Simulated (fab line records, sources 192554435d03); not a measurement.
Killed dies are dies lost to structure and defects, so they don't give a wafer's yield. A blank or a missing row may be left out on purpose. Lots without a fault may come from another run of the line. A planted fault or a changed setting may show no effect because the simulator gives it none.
fab line records | flow n5_finfet
record lots=4 wafers=12 last_day=18
route steps=1938 shown BEOL_M10@1500 PASSIVATION@1936
lots that met no fault: from a run of the same line without faults
start_h: hours from the record's first day to the start of the lot's first wafer shown | wait_h: hours since the lot's step before | " the same as in the row above | L1.1+2: a row that stands for several wafers | - no value, or no start given | * or withheld: withheld | < > ~ a bound
route shown NAME@n: a module of which the file shows steps, and the number in the route of the first | usual: mean/standard deviation of fault-free wafers | same: alike in all rows | chamber/n: place in a boat | sites: the reading at each site | _std_site: their standard deviation | _edge_site: outer sites' mean less inner sites' | radius_mm: how far each site lies from the wafer's centre | mask NAME#n: copy n | behind: the tool/chamber that last shaped the wafer | hold: why the lot was held/for how many hours/how that ended | device: the transistor (n, p or np) that didn't switch | end of line: the same wafers' tests at the end of the route | a step without rows: its recipe alone | killed: dies lost to structure and defects at the first sort, not the wafer's yield | map: a wafer's dies, x killed, . not, _ none there
set.NAME: the setting as run; set.NAME@STEP: as run at that earlier step | model.NAME: the simulator's own value behind a step, which no gauge read
lots at some steps of the route; a table a step, a row a wafer
services: from which hour (start_h, from the record's first day; less than 0 if before it) a tool's chamber was out of use, for how many hours, and why
## steps
# step N5_BEOL_M10_PEB_26
# recipe peb_temp_c=withheld peb_time_s=60 resist=CAR-ArF
# step N5_BEOL_M10_DEVELOP_27
# recipe develop_time_s=30 developer=TMAH resist=CAR-ArF rinse_liquid=diw dry=air_spin dev_temp_c=23
# step N5_BEOL_M10_DESCUM_33
# recipe chemistry=O2 time_s=7.9 source_power_w=50 bias_power_w=20 pressure_mtorr=20 rf_frequency_hz=2.712e+07 temp_c=40 resist=CAR-ArF o2_flow_sccm=225
# step N5_BEOL_M10_ETCH_65
# recipe chemistry=CF4 target=SiARC target_depth_a=390 mask_material=CAR-ArF time_s=65 ion_energy_ev=80 pressure_mtorr=40 source_w=545 bias_w=36 Ar_flow_sccm=100 cf4_flow_sccm=100 ends=cleared
# step N5_BEOL_M10_ETCH_66
# recipe chemistry=N2/H2 target=SOC target_depth_a=1200 overetch_a=240 mask_material=SiARC temp_c=40 time_s=180 ion_energy_ev=200 pressure_mtorr=30 source_w=840 bias_w=150 n2_flow_sccm=200 h2_flow_sccm=200
# step N5_BEOL_M10_STRIP_69
# recipe chemistry=N2/H2 temp_c=40 n2_flow_sccm=200 h2_flow_sccm=200 rf_frequency_hz=6e+07
# step N5_BEOL_M10_VIA_ETCH_34
# recipe chemistry=C4F6/O2 target=SiCOH_lowk target_depth_a=1845 mask_material=SOC taper_deg=4 time_s=69.2 ion_energy_ev=250 pressure_mtorr=30 source_w=345 bias_w=185 Ar_flow_sccm=300 C4F6_flow_sccm=10 O2_flow_sccm=10
# step N5_BEOL_M10_STRIP_73
# recipe chemistry=C4F6/O2 resist=SiARC rf_frequency_hz=6e+07
# step N5_BEOL_M10_STRIP_36
# recipe chemistry=N2/H2 power_w=450 temp_c=40 pressure_mtorr=20 rf_frequency_hz=6e+07 overash_fraction=0.3 bias_power_w=7 h2_frac=0.5 n2_flow_sccm=200 h2_flow_sccm=200
# step N5_BEOL_M10_TRENCH_ETCH_37
# recipe chemistry=C4F6/O2 target_depth_a=1488.3 target=SiCOH_lowk time_s=48 ion_energy_ev=250 pressure_mtorr=30 source_w=345 bias_w=185 Ar_flow_sccm=300 C4F6_flow_sccm=10 O2_flow_sccm=10
# usual bias_w=185.0/0.54 drypump_motor_current_A=5.7/0.43 oes_product_au=0.81/0.083 rf_vpp_V=662/15 showerhead_plenum_p_Torr=2.86/0.081 throttle_valve_pct=20.91/0.25
# columns lot.wafer tool chamber start_h wait_h bias_w drypump_motor_current_A oes_product_au rf_hours_counter_h rf_vpp_V showerhead_plenum_p_Torr throttle_valve_pct model.etch.depth_nm model.BEOL_M10.feature_depth_nm
L822.1 rie_diel-04 1 234.73 - 185.7 5.7 0.75 197 664 2.85 21.22 152.8 152.8
L822.2 " 2 " " 185.9 6.2 0.90 22 663 3.02 20.79 151.1 151
L822.5 " 0 " " 185.7 5.8 0.68 - 645 2.91 20.79 146 146
L831.1 rie_diel-04 2 325.12 - 211.4 6.2 0.89 50 735 3.01 20.84 156.5 156.4
L831.3 " 0 " " 211.9 5.8 1.05 0 716 2.90 20.47 163.5 163.4
L831.5 " 2 " " 211.2 6.2 0.88 - 736 3.01 20.85 156.8 156.8
L833.3 rie_diel-04 3 330.69 - 211.5 6.0 0.86 70 771 2.85 20.84 153.8 153.8
L833.5 " 2 " " 211.6 6.2 0.87 - 735 3.01 20.84 155.3 155.2
L833.6 " 3 " " 211.4 6.0 0.86 - 772 2.85 20.84 153.9 154
L842.2 rie_diel-02 1 385.31 - 185.1 5.4 0.85 62 668 2.79 21.05 150.4 150.4
L842.3 " 0 " " 185.3 6.3 0.74 160 647 2.84 21.31 147.6 147.6
L842.4 " 3 " " 185.0 5.7 0.83 71 654 2.76 20.71 148.6 148.6
# step N5_BEOL_M10_ETCH_41
# recipe chemistry=CH3F/O2 target=SiCN target_depth_a=426 taper_deg=2 time_s=86 ion_energy_ev=120 mask_material=TiN pressure_mtorr=30 source_w=395 bias_w=75 Ar_flow_sccm=150 CH3F_flow_sccm=30 O2_flow_sccm=20
# step N5_BEOL_M10_STRIP_77
# recipe chemistry=N2/H2 time_s=10 power_w=450 temp_c=40 pressure_mtorr=20 rf_frequency_hz=6e+07 bias_power_w=7 n2_flow_sccm=200 h2_flow_sccm=200
# step N5_BEOL_M10_OCD_MEAS_38
# usual trench_depth_nm=149.3/2.4
# columns lot.wafer tool chamber start_h wait_h trench_depth_nm
L822.1 ocd-02 - 234.91 - 152.5
L822.2 " - " " 151.0
L822.5 " - " " 146.0
L831.1 ocd-01 - 325.31 - 156.1
L831.3 " - " " 163.1
L831.5 " - " " 157.0
L833.3 ocd-02 - 330.87 - 153.5
L833.5 " - " " 155.6
L833.6 " - " " 154.3
L842.2 ocd-02 - 385.50 - 150.6
L842.3 " - " " 147.4
L842.4 " - " " 149.2
# step N5_BEOL_M10_HM_STRIP_39
# recipe chemistry=peroxide_tin_strip material=TiN target_depth_a=250 temp_c=50 time_s=158
# step N5_BEOL_M10_SRD_40
# recipe time_s=30 temp_c=23 rinse_liquid=diw dry=ipa_marangoni
# step N5_BEOL_M10_PRECLEAN_42
# recipe chemistry=residue_remover time_s=60 temp_c=40
# step N5_BEOL_M10_SRD_43
# recipe time_s=30 temp_c=23 rinse_liquid=diw dry=ipa_marangoni
# step N5_BEOL_M10_CURE_72
# recipe temp_c=370 time_s=120 ambient=DMADMS/He material=SiCOH_lowk
# step N5_BEOL_M10_DEGAS_44
# recipe ambient=vacuum temp_c=250 time_s=60
# step N5_BEOL_M10_PRE_CLEAN_45
# recipe gas=H2/He time_s=30 temp_c=250
# step N5_BEOL_M10_ALD_74
# recipe material=TaN target_thk_a=20 temp_c=275 ald_precursor_family=PDMAT ald_co_reactant=NH3 pressure_torr=3 carrier_flow_sccm=1500 pulse_time_s=2 purge_time_s=3 co_reactant_purge_time_s=2 co_reactant_pulse_time_s=3 ald_cycles=40 precursor_vessel_temp_c=75 precursor_vessel_pressure_torr=26.25 precursor_vessel_carrier_sccm=1000
# step N5_BEOL_M10_SURFACE_TREAT_76
# recipe gas=Ar time_s=* ion_energy_ev=* ion_current_ma_cm2=0.5 pressure_mtorr=* ar_flow_sccm=30
# step N5_BEOL_M10_CVD_75
# recipe material=Co target_thk_a=20 temp_c=withheld precursor=CCTBA/H2 pressure_torr=30 time_s=138.9
# step N5_BEOL_M10_SPUTTER_48
# recipe material=Cu target_thk_a=120 temp_c=-20 bias_v=60 power_w=26000 chamber_pressure_pa=0.13 time_s=2
# step N5_BEOL_M10_ECD_50
# recipe material=Cu target_thk_a=3180
# step N5_BEOL_M10_ANNEAL_51
# recipe temp_c=225 time_s=90 ambient=N2
# step N5_BEOL_M10_CMP_52
# recipe stop_on=SiCOH_lowk t_overpolish_s=7 down_force_psi=1 platen_rpm=50 clearing_platen_down_force_psi=1.5 clearing_platen_rpm=50 post_cmp_clean=cu_alkaline target_thk_nm=140 clearing_platen_pad_velocity_m_s=0.99484 pad_velocity_m_s=0.99484
# usual barrier_field_endpoint_s=29.1/0.79 edge_zone_pressure_frac=1.000/0.0046 motor_current_A=6.2/0.68 overpolish_run_s=6.999/0.0094 time_to_endpoint_s=67/3.3
# same t_overpolish_s=7
# columns lot.wafer tool chamber start_h wait_h barrier_field_endpoint_s edge_zone_pressure_frac motor_current_A overpolish_run_s time_to_endpoint_s model.Cu_of_BEOL_M10_ECD_50.thk_nm
L822.2 cmp-02 3 238.84 0.3 29.8 0.997 6.4 6.989 70 144.4
L822.1 " 0 " " 28.6 0.995 7.4 6.996 63 144.2
L822.5 " 1 " " 29.3 0.999 5.6 6.993 65 137.2
L831.1 cmp-01 0 327.46 0.3 28.7 0.991 6.1 6.996 69 150.4
L831.3 " 2 " " 27.7 0.999 6.6 6.983 66 155.8
L831.5 " 3 " " 28.3 0.996 6.2 7.001 63 147.8
L833.3 cmp-02 0 332.85 0.2 28.3 1.002 7.3 6.994 63 144.8
L833.5 " 0 " " 28.7 0.997 7.0 6.994 63 145.4
L833.6 " 1 " " 28.8 0.998 5.9 7.011 63 143.8
L842.2 cmp-02 1 388.27 0.2 29.3 0.997 5.8 6.978 67 142.4
L842.4 " 2 " " 29.6 0.990 5.0 6.989 65 140.8
L842.3 " 3 " " 31.0 1.006 6.5 7.001 73 140.8
# step N5_BEOL_M10_PRE_CLEAN_55
# recipe gas=NH3 time_s=15 temp_c=withheld rf_power_w=300
# step N5_BEOL_M10_DEP_56
# recipe material=SiCN target_thk_a=150 temp_c=withheld precursor=3MS/NH3 pressure_torr=3 rf_w=202 time_s=26.5
# step N5_BEOL_M10_RS_MEAS_57
# recipe thk_meas_gauge=four-point-probe reads=Cu_of_BEOL_M10_ECD_50+Co_of_BEOL_M10_CVD_75+TaN_of_BEOL_M10_ALD_74
# usual M10_RS=0.150/0.0031
# columns lot.wafer tool chamber start_h wait_h M10_RS[ohm/sq]
L822.1 film_metro-02 - 239.20 0.1 0.146
L822.2 " - " " 0.146
L822.5 " - " " 0.154
L831.1 film_metro-01 - 328.13 0.1 0.139
L831.3 " - " " 0.134
L831.5 " - " " 0.142
L833.3 film_metro-01 - 333.28 0.1 0.145
L833.5 " - " " 0.145
L833.6 " - " " 0.146
L842.2 film_metro-02 - 388.73 0.1 0.148
L842.3 " - " " 0.150
L842.4 " - " " 0.150
# step N5_PASSIVATION_PROBE_49
# usual defect_limited_yield=91.2/1.4 killed_at_M0_to_M3=34/9.3 killed_at_M4_up=14/5.9 killed_at_contacts=14/5.7 killed_at_front_end=38/10 killed_at_other=4/3.2 killed_dies=104/17 killed_on_rim=14/4 killed_open=67/13 killed_short=33/6.9 sort_bin_5_function=5.2/1 sort_bin_6_memory=3.3/0.61 sort_bin_8_speed=0.3/1.8 sort_n_pass=1069/52 sort_yield_pct=91/4.4
# same gross_dies=1180 killed_at_back_side=0 sort_bin_4_leakage[%]=0
# columns lot.wafer tool chamber start_h wait_h defect_limited_yield[%] killed_at_M0_to_M3 killed_at_M4_up killed_at_contacts killed_at_front_end killed_at_other killed_dies killed_on_rim killed_open killed_short sort_bin_5_function[%] sort_bin_6_memory[%] sort_bin_8_speed[%] sort_n_pass sort_yield_pct[%]
L822.1 prober-01 - 292.10 0.0 90.4 40 9 21 40 3 113 12 74 37 5.5 3.9 0 1067 90
L822.2 prober-01 - 292.15 0.1 91.6 24 3 16 43 13 99 15 68 30 5.3 3.1 0 1081 92
L822.5 prober-01 - 292.30 0.2 90.6 34 10 23 36 8 111 15 58 50 4.8 4.0 6.9 988 84
L831.1 prober-01 - 376.23 0.0 89.1 49 31 12 34 3 129 17 92 33 7.3 3.5 0 1051 89
L831.3 prober-01 - 376.33 0.1 90.4 31 32 14 36 0 113 18 83 24 5.5 3.9 0 1067 90
L831.5 prober-01 - 376.43 0.2 91.6 22 15 11 47 4 99 12 66 22 5.3 3.1 0 1081 92
L833.6 prober-01 - 380.95 0.3 89.7 51 6 24 36 5 122 12 87 30 6.8 3.2 0 1058 90
L842.2 prober-02 - 438.45 0.1 92.4 24 9 15 38 4 90 12 56 25 4.1 3.1 0 1090 92
L842.3 prober-02 - 438.50 0.1 92.5 29 8 18 33 1 89 10 63 20 4.4 2.8 0 1091 92
L842.4 prober-02 - 438.55 0.2 93.1 23 8 8 40 3 82 7 48 28 4.2 2.3 0 1098 93
# killed by level:class
L822.1 MOL_CONTACT_COAG:geometric_particle:open=16 BEOL_M2:geometric_particle:open=10 GATE_CUT:geometric_particle:short=7 FIN_SAQP:geometric_particle:open=6 DUMMY_GATE:geometric_particle:open=6 BEOL_M0_SAQP:geometric_particle:open=6 BEOL_M3:geometric_particle:open=6 MOL_CONTACT_COAG:geometric_particle:short=5
L822.2 MOL_CONTACT_COAG:geometric_particle:open=15 GATE_CUT:geometric_particle:short=8 BEOL_M1:geometric_particle:open=8 DUMMY_GATE:geometric_particle:open=7 PAD_METAL:geometric_particle:short=7 FIN_SAQP:geometric_particle:open=5 STI_FIN_REVEAL:geometric_particle:open=5 PAD_METAL:geometric_particle:open=5
L822.5 MOL_CONTACT_COAG:geometric_particle:open=18 BEOL_M0_SAQP:geometric_particle:short=12 FIN_SAQP:geometric_particle:short=10 GATE_CUT:geometric_particle:short=10 BEOL_M0_SAQP:geometric_particle:open=7 FIN_SAQP:geometric_particle:open=5 MOL_CONTACT_COAG:geometric_particle:short=5 BEOL_M4:geometric_particle:open=5
L831.1 BEOL_M2:geometric_particle:open=22 BEOL_M4:geometric_particle:open=16 BEOL_M0_SAQP:geometric_particle:open=13 ILD0:geometric_particle:open=8 MOL_CONTACT_COAG:geometric_particle:open=7 BEOL_M0_SAQP:geometric_particle:short=6 BEOL_M2:geometric_particle:short=6 FIN_SAQP:geometric_particle:open=5
L831.3 BEOL_M4:geometric_particle:open=16 BEOL_M2:geometric_particle:open=16 STI_FIN_REVEAL:geometric_particle:open=8 DUMMY_GATE:geometric_particle:open=7 MOL_CONTACT_COAG:geometric_particle:open=7 FIN_SAQP:geometric_particle:open=6 MOL_CONTACT_COAG:geometric_particle:short=5 ILD0:geometric_particle:short=4
L831.5 FIN_SAQP:geometric_particle:open=23 BEOL_M2:geometric_particle:open=11 MOL_CONTACT_COAG:geometric_particle:open=8 FIN_SAQP:geometric_particle:short=7 GATE_CUT:geometric_particle:short=4 BEOL_M3:geometric_particle:open=4 BEOL_M4:geometric_particle:open=4 STI_FIN_REVEAL:geometric_particle:open=3
L833.6 MOL_CONTACT_COAG:geometric_particle:open=20 BEOL_M3:geometric_particle:open=13 BEOL_M1:geometric_particle:open=11 DUMMY_GATE:geometric_particle:open=8 FIN_SAQP:geometric_particle:open=7 BEOL_M0_SAQP:geometric_particle:short=7 STI_FIN_REVEAL:geometric_particle:open=6 BEOL_M2:geometric_particle:open=6
L842.2 MOL_CONTACT_COAG:geometric_particle:open=12 STI_FIN_REVEAL:geometric_particle:open=9 BEOL_M0_SAQP:geometric_particle:short=9 DUMMY_GATE:geometric_particle:open=6 GATE_CUT:geometric_particle:open=6 GATE_CUT:geometric_particle:short=5 BEOL_M2:geometric_particle:open=5 BEOL_M0_SAQP:geometric_particle:open=4
L842.3 MOL_CONTACT_COAG:geometric_particle:open=12 STI_FIN_REVEAL:geometric_particle:open=11 BEOL_M2:geometric_particle:open=8 FIN_SAQP:geometric_particle:open=6 MOL_CONTACT_COAG:geometric_particle:short=5 BEOL_M1:geometric_particle:open=4 BEOL_M0_SAQP:geometric_particle:open=4 GATE_CUT:geometric_particle:open=3
L842.4 STI_FIN_REVEAL:geometric_particle:open=11 BEOL_M0_SAQP:geometric_particle:open=8 STI_FIN_REVEAL:geometric_particle:short=7 MOL_CONTACT_COAG:geometric_particle:open=6 BEOL_M3:geometric_particle:open=6 GATE_CUT:geometric_particle:open=4 GATE_CUT:geometric_particle:short=4 BEOL_M0_SAQP:geometric_particle:short=4
## services
# columns tool chamber start_h hours kind
cmp-02 - 213.11 2.2 repair
cmp-01 - 216.58 4.6 pm
cmp-02 - 224.69 1.6 repair
cmp-01 - 235.07 4.0 pm
cmp-01 - 239.07 - consumable_replace:conditioner
cmp-01 - 239.07 - consumable_replace:pad
cmp-01 - 243.20 0.8 repair
rie_diel-04 2 244.17 16.4 repair
rie_diel-02 1 286.15 11.8 repair
cmp-02 - 295.18 1.3 repair
rie_diel-04 0 302.78 - clean
rie_diel-04 0 302.78 - consumable_replace:focus_ring
rie_diel-04 0 302.78 21.6 scheduled_down
rie_diel-04 0 302.78 21.6 vent_cycle
cmp-01 - 305.16 2.4 repair
cmp-02 - 305.50 7.7 pm
rie_diel-02 3 333.88 28.2 repair
cmp-01 - 350.13 2.1 repair
cmp-02 - 370.34 6.5 repair
rie_diel-04 1 382.68 - clean
rie_diel-04 1 382.68 - consumable_replace:focus_ring
rie_diel-04 1 382.68 23.1 scheduled_down
rie_diel-04 1 382.68 23.1 vent_cycle
## key
first_sign step=N5_BEOL_M10_TRENCH_ETCH_37 reading=bias_w direction=up sigmas=49 usual=* struck=*
effect step=N5_BEOL_M10_TRENCH_ETCH_37 reading=rf_vpp_V direction=up sigmas=5.6 usual=662 struck=744
effect step=N5_BEOL_M10_OCD_MEAS_38 reading=trench_depth_nm direction=up sigmas=3.1 usual=149.3 struck=156.6
effect step=N5_BEOL_M10_RS_MEAS_57 reading=M10_RS direction=down sigmas=2.6 usual=0.150 struck=0.142
model_effect step=N5_BEOL_M10_TRENCH_ETCH_37 value=etch.depth_nm without=149.9 struck=156.6
model_effect step=N5_BEOL_M10_CMP_52 value=Cu_of_BEOL_M10_ECD_50.thk_nm without=141.3 struck=148
met_at N5_BEOL_M10_TRENCH_ETCH_37
struck_wafers L831.1,L831.3,L831.5,L833.3,L833.5,L833.6
onset_between 234.73 325.12
fault kind=process_parameter_drift tool=rie_diel-04 chamber=- onset_h=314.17 steps=N5_BEOL_M10_TRENCH_ETCH_37 channel=bias_w offset=* shape=step end_h=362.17 acts_in=* stated=*
